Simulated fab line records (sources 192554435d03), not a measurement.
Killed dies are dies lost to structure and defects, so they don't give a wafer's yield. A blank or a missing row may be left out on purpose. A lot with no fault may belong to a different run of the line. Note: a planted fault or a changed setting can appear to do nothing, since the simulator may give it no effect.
fab line records | flow n5Finfet
record lots=4 wafers=12 lastDay=15
route steps=1938 shown PMOS_HMC_CHANNEL_EPI@75 FIN_SAQP@90 STI_FIN_REVEAL@205 BEOL_M4@1111 PASSIVATION@1936
lots with no fault: from the same line, run without faults
startH: the number of hours between the record's first day and the start of the first shown wafer of the lot | waitH: hours from the lot's prior step to this one | " as in the row above | L1.1+2: a single row standing in for several wafers | - either no value or no given start | * or withheld: withheld | < > ~ a bound
route shown NAME@n: names a module that has steps shown in the file, with the first one's number in the route | usual: mean/standard deviation of fault-free wafers | same: alike in all rows | chamber/n: place in a boat | sites: each site's reading | _std_site: the standard deviation of these | _edge_site: the outer-site mean with the inner-site mean subtracted | radiusMm: for every site, how far away it sits from the centre of the wafer | mask NAME#n: copy n | behind: the tool/chamber that last shaped the wafer | hold: cause of the lot's hold/its duration in hours/its outcome | device: transistor that didn't switch, given as n, p or np | end of line: the same wafers' tests at the end of the route | a step with no rows: only its recipe | killed: dies that structure and defects cost at the first sort, which is not the same as the wafer's yield | map: a wafer's dies, marking killed ones x, the rest . and places with no die _
set.NAME: setting as actually run; set.NAME@STEP: the setting as run at that earlier step | model.NAME: the simulator's own value behind a step, which no gauge read
lots at some steps of the route; a table a step, a row a wafer
## steps
# step N5_PMOS_HMC_CHANNEL_EPI_PRECLEAN_36
# recipe chemistry=O3/DIW timeS=45 tempC=22 o3Ppm=10
# step N5_PMOS_HMC_CHANNEL_EPI_PRECLEAN_18
# recipe chemistry=DHF timeS=30 tempC=25 dilution=withheld
# step N5_PMOS_HMC_CHANNEL_EPI_SRD_19
# recipe dry=ipaMarangoni doPpb=5 timeS=30 tempC=23 rinseLiquid=diw
# step N5_PMOS_HMC_CHANNEL_EPI_EPI_20
# recipe material=SiGe30 maskMaterial=SiO2 pressureTorr=20 targetThkA=590 tempC=600
# step N5_PMOS_HMC_CHANNEL_EPI_HM_STRIP_35
# recipe chemistry=dHF tempC=25 material=SiO2 target=SiO2 targetDepthA=396 timeS=216
# step N5_PMOS_HMC_CHANNEL_EPI_SRD_39
# recipe dry=ipaMarangoni timeS=30 tempC=23 rinseLiquid=diw
# step N5_PMOS_HMC_CHANNEL_EPI_CMP_21
# recipe material=SiGe30 postCmpClean=alkalineBrush targetThkNm=54
# step N5_PMOS_HMC_CHANNEL_EPI_PRECLEAN_40
# recipe chemistry=DHF timeS=30 tempC=25 dilution=withheld
# step N5_PMOS_HMC_CHANNEL_EPI_PRECLEAN_37
# recipe chemistry=O3/DIW timeS=45 tempC=22 o3Ppm=10
# step N5_PMOS_HMC_CHANNEL_EPI_PRECLEAN_24
# recipe chemistry=DHF timeS=30 tempC=25 dilution=withheld
# step N5_PMOS_HMC_CHANNEL_EPI_SRD_25
# recipe dry=ipaMarangoni doPpb=5 timeS=30 tempC=23 rinseLiquid=diw
# step N5_PMOS_HMC_CHANNEL_EPI_EPI_26
# recipe material=Si targetThkA=38 tempC=650 precursor=SiH4/H2 pressureTorr=20 timeS=22.7
# usual throttleValvePct=11.51/0.24
# columns lot.wafer tool chamber startH waitH throttleValvePct model.Si_of_PMOS_HMC_CHANNEL_EPI_EPI_26.thkNm
L429.2 epiRpcvd-03 0 19.63 0.2 11.18 3.772
L429.3 " 0 " " 11.24 3.75
L429.5 " 0 " " 11.25 3.787
L440.1 epiRpcvd-03 0 86.31 0.0 11.23 3.836
L440.3 " 0 " " 11.33 1.642
L440.5 " 0 " " 11.56 1.601
L441.4 epiRpcvd-03 0 91.98 0.2 11.47 1.557
L441.5 " 0 " " 11.36 1.55
L441.6 " 0 " " 11.33 3.788
L444.2 epiRpcvd-02 0 110.41 0.1 11.67 3.779
L444.3 " 0 " " 11.66 3.84
L444.5 " 0 " " 11.52 3.827
# step N5_FIN_SAQP_PRECLEAN_42
# recipe chemistry=O3/DIW timeS=60 tempC=22 o3Ppm=10
# step N5_FIN_SAQP_PRECLEAN_00
# recipe chemistry=SC1 timeS=60 tempC=55 mix=1:2:50
# step N5_FIN_SAQP_PRECLEAN_44
# recipe chemistry=SC2 timeS=45 tempC=35 mix=1:1:50
# step N5_FIN_SAQP_SRD_01
# recipe dry=ipaMarangoni timeS=30 tempC=23 rinseLiquid=diw
# step N5_FIN_SAQP_ALD_61
# recipe material=SiO2 targetThkA=40 tempC=300 aldPrecursorFamily=BDEAS aldCoReactant=O2-plasma pulseTimeS=1 purgeTimeS=2 coReactantPurgeTimeS=2 aldCycles=43 pressureTorr=2
# step N5_FIN_SAQP_DENSIFY_62
# recipe tempC=700 timeS=60 ambient=N2 idleTempC=600 rampUpCPerS=150 rampDownCPerS=60 coolToC=600
# step N5_FIN_SAQP_HM_DEP_03
# recipe material=SiNx targetThkA=380 tempC=400 precursor=SiH4/NH3/N2 pressureTorr=1.5 rfW=300 timeS=33.6
# step N5_FIN_SAQP_PECVD_47
# recipe material=a-Si targetThkA=450 tempC=400 precursor=SiH4/He pressureTorr=3 rfW=100 timeS=36.3
# step N5_FIN_SAQP_PECVD_48
# recipe material=SiNx targetThkA=250 tempC=400 precursor=SiH4/NH3/N2 pressureTorr=1.5 rfW=300 timeS=22.1
# step N5_FIN_SAQP_PECVD_06
# recipe material=a-Si targetThkA=600 tempC=400 precursor=SiH4/He pressureTorr=3 rfW=100 timeS=48.1
# step N5_FIN_SAQP_HM_DEP_72
# recipe material=SiO2 targetThkA=120 tempC=400 precursor=SiH4/N2O pressureTorr=0.75 rfW=275 timeS=7.2
# step N5_FIN_SAQP_COAT_49
# recipe resist=SOC tempC=250 timeS=60 spinRpm=1500 resistThkNm=100
# step N5_FIN_SAQP_COAT_50
# recipe resist=SiARC tempC=220 timeS=60 spinRpm=1500 resistThkNm=35
# step N5_FIN_SAQP_COAT_10
# recipe resist=CAR-ArF spinRpm=1500 resistThkNm=90
# step N5_FIN_SAQP_EBR_12
# recipe solvent=PGMEA ebrWidthMm=1.5
# step N5_FIN_SAQP_SOFTBAKE_11
# recipe tempC=110 timeS=60 resist=CAR-ArF
# step N5_FIN_SAQP_EXPOSE_13
# recipe maskId=FIN_CORE na=1.35 sourceShape=dipole sigmaInner=0.538 sigmaOuter=0.738 polarization=te targetCdNm=35.6 doseMj=63.25
# step N5_FIN_SAQP_PEB_14
# recipe pebTempC=withheld pebTimeS=60 resist=CAR-ArF
# step N5_FIN_SAQP_DEVELOP_15
# recipe developTimeS=30 developer=TMAH resist=CAR-ArF devTempC=23 rinseLiquid=diw dry=airSpin
# step N5_FIN_SAQP_DESCUM_21
# recipe chemistry=O2 timeS=7.9 sourcePowerW=50 biasPowerW=20 pressureMtorr=20 rfFrequencyHz=2.712e+07 tempC=40 resist=CAR-ArF o2FlowSccm=225
# step N5_FIN_SAQP_ETCH_51
# recipe chemistry=CF4 target=SiARC targetDepthA=455 maskMaterial=CAR-ArF timeS=75.8 ionEnergyEv=80 pressureMtorr=40 sourceW=545 biasW=36 Ar_flow_sccm=100 cf4FlowSccm=100 ends=cleared
# step N5_FIN_SAQP_ETCH_52
# recipe chemistry=N2/H2 target=SOC targetDepthA=1000 overetchA=200 maskMaterial=SiARC tempC=40 timeS=150 ionEnergyEv=200 pressureMtorr=30 sourceW=840 biasW=150 n2FlowSccm=200 h2FlowSccm=200 ends=endPoint
# step N5_STI_FIN_REVEAL_CLEAN_19
# recipe chemistry=O3/DIW tempC=25 timeS=120 o3Ppm=10
# columns lot.wafer tool chamber startH waitH model.Si_of_PMOS_HMC_CHANNEL_EPI_EPI_26.thkNm
L429.2+3+5 wetBench-06 6,3,2 38.86 0.1 2.4
L440.1 wetBench-01 7 102.71 0.1 2.4
L440.3+5 " 0,5 " " 0.2
L441.4+5 wetBench-06 1,0 108.94 0.0 0.2
L441.6 " 4 " " 2.4
L444.2+3+5 wetBench-06 7,1,6 126.73 0.1 2.4
# step N5_BEOL_M4_RC_MEAS_101
# usual DIBL_N=36.1/1.6 DIBL_P=35.7/1.8 IOFF_N=0.159/0.027 IOFF_P=0.21/0.03 ION_N=673/10 ION_P=462/7.4 SS_N=71.4/0.56 SS_P=73.2/0.61 VT_N=249.7/3 VT_P=-250/3.1
# columns lot.wafer tool chamber startH waitH DIBL_N[mV/V] DIBL_P[mV/V] IOFF_N[nA/um] IOFF_P[nA/um] ION_N[uA/um] ION_P[uA/um] SS_N[mV/dec] SS_P[mV/dec] VT_N[mV] VT_P[mV]
L429.2 prober-01 0 166.40 0.2 34.2 34.7 0.137 0.22 668 466 71.4 73.6 250.1 -248
L429.3 " 0 " " 33.8 34.9 0.132 0.22 666 464 71.6 72.7 251.5 -249
L429.5 " 0 " " 34.9 36.6 0.157 0.25 673 471 72.0 73.6 248.1 -244
L440.1 prober-02 0 233.33 0.0 34.8 35.1 0.143 0.19 666 460 70.8 73.1 252.5 -251
L440.3 " 0 " " 35.0 35.9 0.153 0.19 679 465 71.5 73.2 249.4 -251
L440.5 " 0 " " 34.6 35.1 0.136 0.18 668 457 70.9 72.9 250.4 -255
L441.4 prober-01 0 237.87 0.5 37.4 37.5 0.173 0.24 669 456 71.5 74.1 249.6 -248
L441.5 " 0 " " 33.7 31.7 0.109 0.15 659 453 71.2 72.7 254.9 -255
L441.6 " 0 " " 39.2 39.0 0.219 0.27 674 466 71.7 74.4 243.8 -246
L444.2 prober-01 0 255.44 0.2 38.8 37.8 0.196 0.23 686 465 72.3 73.6 246.6 -250
L444.3 " 0 " " 38.3 37.8 0.196 0.21 685 455 72.3 74.2 247.3 -251
L444.5 " 0 " " 36.5 34.4 0.146 0.18 679 463 71.3 72.9 251.6 -253
# step N5_PASSIVATION_PROBE_49
# usual defectLimitedYield=91.0/1.3 killed_at_M0_to_M3=33/10 killed_at_M4_up=14/5.6 killedAtContacts=12/5.8 killedAtFrontEnd=43/11 killedAtOther=4.1/2.8 killedDies=106/15 killedOpen=70/12 killedShort=34/7.5 sort_bin_5_function=5.3/0.88 sort_bin_6_memory=3.3/0.64 sortNPass=1074/15 sortYieldPct=91.0/1.3
# same grossDies=1180 killedAtBackSide=0 sort_bin_4_leakage[%]=0 sort_bin_8_speed[%]=0
# columns lot.wafer tool chamber startH waitH defectLimitedYield[%] killed_at_M0_to_M3 killed_at_M4_up killedAtContacts killedAtFrontEnd killedAtOther killedDies killedOpen killedShort sort_bin_5_function[%] sort_bin_6_memory[%] sortNPass sortYieldPct[%]
L441.4 prober-01 - 340.87 0.2 91.8 28 22 10 37 0 97 63 32 3.6 4.4 1083 91.8
L441.5 prober-01 - 340.92 0.2 91.9 38 11 7 38 2 96 57 38 4.5 3.3 1084 91.9
L441.6 prober-01 - 340.97 0.3 91.3 41 23 5 29 5 103 73 28 4.7 3.9 1077 91.3
L440.1 prober-01 - 347.30 0.0 91.2 47 8 14 34 1 104 65 37 5.4 3.2 1076 91.2
L440.3 prober-01 - 347.40 0.1 91.4 42 12 5 40 2 101 55 43 3.9 3.6 1079 91.4
L440.5 prober-01 - 347.50 0.2 90.2 52 10 16 33 5 116 67 44 5.5 3.7 1064 90.2
L444.2 prober-01 - 356.75 0.1 91.4 27 26 11 37 1 102 69 29 5.3 3.1 1078 91.4
L444.3 prober-01 - 356.80 0.1 90.2 48 24 4 40 0 116 88 25 5.4 4.2 1064 90.2
L444.5 prober-01 - 356.90 0.2 89.3 41 15 14 54 2 126 82 40 5.7 4.2 1054 89.3
# killed by level:class
L441.4 FIN_SAQP:geometricParticle:short=8 MOL_CONTACT_COAG:geometricParticle:open=8 BEOL_M5:geometricParticle:open=8 BEOL_M0_SAQP:geometricParticle:open=7 FIN_SAQP:geometricParticle:open=6 BEOL_M3:geometricParticle:open=6 BEOL_M0_SAQP:geometricParticle:short=6 DUMMY_GATE:geometricParticle:open=4
L441.5 FIN_SAQP:geometricParticle:short=12 BEOL_M0_SAQP:geometricParticle:open=11 BEOL_M0_SAQP:geometricParticle:short=10 FIN_SAQP:geometricParticle:open=9 STI_FIN_REVEAL:geometricParticle:open=9 BEOL_M1:geometricParticle:open=7 MOL_CONTACT_COAG:geometricParticle:open=5 BEOL_M3:geometricParticle:open=4
L441.6 BEOL_M0_SAQP:geometricParticle:open=10 BEOL_M4:geometricParticle:open=10 BEOL_M0_SAQP:geometricParticle:short=8 BEOL_M1:geometricParticle:open=8 BEOL_M3:geometricParticle:open=6 DUMMY_GATE:geometricParticle:open=5 BEOL_M2:geometricParticle:open=5 STARTING-WAFER:geometricParticle:short=5
L440.1 BEOL_M0_SAQP:geometricParticle:open=11 MOL_CONTACT_COAG:geometricParticle:open=10 BEOL_M0_SAQP:geometricParticle:short=9 BEOL_M2:geometricParticle:open=7 BEOL_M1:geometricParticle:open=6 BEOL_M3:geometricParticle:open=6 FIN_SAQP:geometricParticle:short=5 GATE_CUT:geometricParticle:short=5
L440.3 BEOL_M0_SAQP:geometricParticle:short=12 FIN_SAQP:geometricParticle:short=10 STI_FIN_REVEAL:geometricParticle:open=10 BEOL_M0_SAQP:geometricParticle:open=6 BEOL_M1:geometricParticle:open=6 BEOL_M2:geometricParticle:open=5 BEOL_M2:geometricParticle:short=4 FIN_SAQP:geometricParticle:open=3
L440.5 BEOL_M0_SAQP:geometricParticle:short=15 MOL_CONTACT_COAG:geometricParticle:open=14 STI_FIN_REVEAL:geometricParticle:open=12 BEOL_M0_SAQP:geometricParticle:open=10 BEOL_M2:geometricParticle:short=10 BEOL_M3:geometricParticle:open=8 BEOL_M1:geometricParticle:open=5 BEOL_M4:geometricParticle:open=4
L444.2 STI_FIN_REVEAL:geometricParticle:open=9 BEOL_M4:geometricParticle:open=9 MOL_CONTACT_COAG:geometricParticle:open=8 FIN_SAQP:geometricParticle:open=7 BEOL_M2:geometricParticle:open=7 FIN_SAQP:geometricParticle:short=6 BEOL_M1:geometricParticle:open=5 BEOL_M3:geometricParticle:open=4
L444.3 BEOL_M2:geometricParticle:open=15 BEOL_M4:geometricParticle:open=13 BEOL_M0_SAQP:geometricParticle:open=11 FIN_SAQP:geometricParticle:short=9 STI_FIN_REVEAL:geometricParticle:open=9 FIN_SAQP:geometricParticle:open=7 BEOL_M1:geometricParticle:open=7 BEOL_M0_SAQP:geometricParticle:short=6
L444.5 FIN_SAQP:geometricParticle:open=14 FIN_SAQP:geometricParticle:short=14 STI_FIN_REVEAL:geometricParticle:open=11 MOL_CONTACT_COAG:geometricParticle:open=10 BEOL_M3:geometricParticle:open=8 BEOL_M1:geometricParticle:open=6 BEOL_M0_SAQP:geometricParticle:short=6 BEOL_M0_SAQP:geometricParticle:open=6
## key
firstSign none at tools or gauges
modelEffect step=N5_PMOS_HMC_CHANNEL_EPI_EPI_26 value=Si_of_PMOS_HMC_CHANNEL_EPI_EPI_26.thkNm without=3.826 struck=1.587
modelEffect step=N5_STI_FIN_REVEAL_CLEAN_19 value=Si_of_PMOS_HMC_CHANNEL_EPI_EPI_26.thkNm without=2.5 struck=0.2
metAt N5_PMOS_HMC_CHANNEL_EPI_EPI_26
struckWafers L440.3,L440.5,L441.4,L441.5
onsetBetween 19.63 86.31
fault kind=processParameterDrift tool=epiRpcvd-03 chamber=- onsetH=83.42 steps=N5_PMOS_HMC_CHANNEL_EPI_EPI_26 channel=timeS offset=* shape=step endH=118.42 scope=struckWafersOnly actsIn=* stated=*
